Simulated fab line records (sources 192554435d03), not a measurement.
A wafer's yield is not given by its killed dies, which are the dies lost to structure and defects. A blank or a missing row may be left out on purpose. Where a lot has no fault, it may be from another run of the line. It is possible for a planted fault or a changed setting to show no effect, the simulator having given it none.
A lot that was struck, set against a sound lot | flow n5_finfet | 35 out of 1938 route steps
Sound: wafers L239.1, L239.2, L239.4. Struck: wafer L244.4 (left out: L244.6, a lot-mate that was not struck); the cause follows at the end.
Per side, at each step with rows, come the tool, then ch with its chambers, and then its first start. Under that, the readings that differ: sound wafers | struck wafers | difference of the means | sigmas: that difference in standard deviations of wafers without a fault.
alike: same words and numbers on both sides, and readings whose means sit less than 2 such deviations apart. not compared: any withheld reading, any reading some wafer has no value for, any bound like >300 that may hide the same value, and any number with overlapping values for which the record gives no deviation.
Wherever a step has rows on one side only, a row that says differs or no value, or a row with sigmas, the two part there. Non-overlapping numbers with no deviation appear without sigmas and do not part them. A reading missing from all wafers of one side parts the sides only when that side holds two or more wafers.

first, 7 steps without rows for these wafers: N5_SD_EPI_P_SRD_25 (time 30 s); N5_SD_ACTIVATION_RTA_00 (time 0 s); N5_SD_ACTIVATION_LSA_01 (time 0.0008 s); N5_ILD0_LINER_00 (material SiNx, target thk 4 nm, pulse time 1 s, purge time 2 s); N5_ILD0_FCVD_FILL_01 (material SiO2 flowable, target thk 200 nm, time 328.3 s); N5_ILD0_CURE_02 (time 1800 s); N5_ILD0_CMP_03 (polishes, stops on SiNx, t overpolish 1.9 s, target thk 197.38 nm).
N5_ILD0_CMP_07: polishes SiO2 flowable, stops on poly-Si, t overpolish 1.18 s, target thk 138.88 nm.
  sound on cmp-01 ch 0,2,3, day 6 21:19; struck on cmp-02 ch 0, day 8 05:24
  reading                                     | sound      | struck | difference | sigmas
  model.a-Si_of_DUMMY_GATE_CVD_03.thk_nm (nm) | 69.2 70 69 | 71.2   | +1.8       |
  alike: motor_current_A
N5_ILD0_PRECLEAN_10: cleans in NF3:NH3, afs cycles 5, time 20 s, sublimation time 60 s.
  sound on remote_plasma-02 ch 1, day 6 21:39; struck on remote_plasma-02 ch 1, day 8 06:02
  reading                                              | sound             | struck | difference | sigmas
  model.SiO2_flowable_of_ILD0_FCVD_FILL_01.thk_nm (nm) | 119.8 120.8 120.2 | 122.2  | +1.9       |
then, 22 steps without rows for these wafers: N5_ILD0_ALD_15 (deposits SiNx, target thk 24 nm, pulse time 1 s, ald cycles 480); N5_ILD0_CMP_12 (polishes SiNx, stops on poly-Si, t overpolish 6 s, target thk 17.67 nm); N5_SDB_HM_DEP_00 (deposits SiNx from SiH4/NH3/N2, target thk 40 nm, time 35.3 s); N5_SDB_COAT_03 (time 60 s, resist thk 100 nm); N5_SDB_COAT_04 (time 60 s, resist thk 18 nm); N5_SDB_COAT_05 (resist thk 90 nm); N5_SDB_EBR_07; N5_SDB_SOFTBAKE_06 (time 60 s); N5_SDB_EXPOSE_08 (exposes mask SDB); N5_SDB_PEB_09 (peb time 60 s); N5_SDB_DEVELOP_10 (develop time 30 s); N5_SDB_DESCUM_16 (chemistry O2, time 7.9 s); N5_SDB_ETCH_17 (etches SiARC in CF4, target depth 23.4 nm, time 39 s); N5_SDB_ETCH_18 (etches SOC in N2/H2, target depth 100 nm, overetch 20 nm, time 150 s); N5_SDB_STRIP_19 (strips in N2/H2); N5_SDB_STRIP_21 (strips in CF4); N5_SDB_HM_OPEN_20 (chemistry CH3F/O2, target SiNx, stops on poly-Si, target depth 24 nm); N5_SDB_STRIP_22 (strips in N2/H2); N5_SDB_PRECLEAN_23 (cleans in dHF, time 30 s); N5_SDB_DUMMY_REMOVE_24 (chemistry TMAH, target poly-Si, stops on SiO2, target depth 142 nm, time 57 s, rinse time 30 s); N5_SDB_ETCH_25 (etches SiO2 in C4F6/O2, target depth 10 nm, time 3.3 s); N5_SDB_CUT_ETCH_26 (etches Si in HBr/Cl2/O2, target depth 129.6 nm, bt time 20 s, time 51.8 s).
N5_DUMMY_REMOVAL_HM_STRIP_01: strips SiNx in CH3F/O2, stops on poly-Si, target depth 4 nm, time 6.8 s.
  sound on rie_diel-05 ch 1,2,3, day 7 05:27; struck on rie_diel-05 ch 0, day 8 14:14
  reading                                     | sound          | struck | difference | sigmas
  rf_hours_counter_h (h)                      | 196 207 155    | 233    | +47        |
  model.a-Si_of_DUMMY_GATE_CVD_03.thk_nm (nm) | 64.6 65.2 64.2 | 66.6   | +1.9       |
  alike: O2_flow_sccm, drypump_motor_current_A, oes_product_au, rf_vpp_V, showerhead_plenum_p_Torr, throttle_valve_pct
N5_GATE_CUT_CMP_02: polishes, stops on SiO2, t overpolish 12.7 s, target thk 0 nm.
  sound on cmp-02 ch 0,2,3, day 7 18:04; struck on cmp-04 ch 0, day 9 02:56
  reading                                              | sound             | struck | difference | sigmas
  model.SiO2_flowable_of_ILD0_FCVD_FILL_01.thk_nm (nm) | 115.2 116.2 115.6 | 117.6  | +1.9       |
  alike: motor_current_A, overpolish_run_s, time_to_endpoint_s
-- the record jumps here: 3 days lie between the struck wafers' starts before and after (it left off in module GATE_CUT and takes up again in module BEOL_M4, whose first step shown is number 1111 of the route) --
N5_BEOL_M4_RC_MEAS_101:
  sound on prober-01 ch 0, day 11 04:12; struck on prober-02 ch 0, day 12 14:25
  reading       | sound          | struck | difference | sigmas
  DIBL_P (mV/V) | 35.1 35.7 34.0 | 39.2   | +4.3       | +2
  alike: DIBL_N, IOFF_N, IOFF_P, ION_N, ION_P, SS_N, SS_P, VT_N, VT_P
-- the record jumps here: 4 days lie between the struck wafers' starts before and after (it left off in module BEOL_M4 and takes up again in module PASSIVATION, whose first step shown is number 1936 of the route) --
N5_PASSIVATION_PROBE_49:
  sound: prober-02 at day 15 06:44; struck: prober-01 at day 16 22:57
  reading         | sound  | struck | difference | sigmas
  killed_at_M4_up | 11 9 7 | 22     | +13        | +3
  alike: defect_limited_yield, killed_at_M0_to_M3, killed_at_contacts, killed_at_front_end, killed_at_other, killed_dies, killed_open, killed_short, sort_bin_5_function, sort_bin_6_memory, sort_n_pass, sort_yield_pct

## WHERE THEY PART
First at N5_BEOL_M4_RC_MEAS_101; last, within this record, at N5_PASSIVATION_PROBE_49.

WHY: the cause the simulator had injected
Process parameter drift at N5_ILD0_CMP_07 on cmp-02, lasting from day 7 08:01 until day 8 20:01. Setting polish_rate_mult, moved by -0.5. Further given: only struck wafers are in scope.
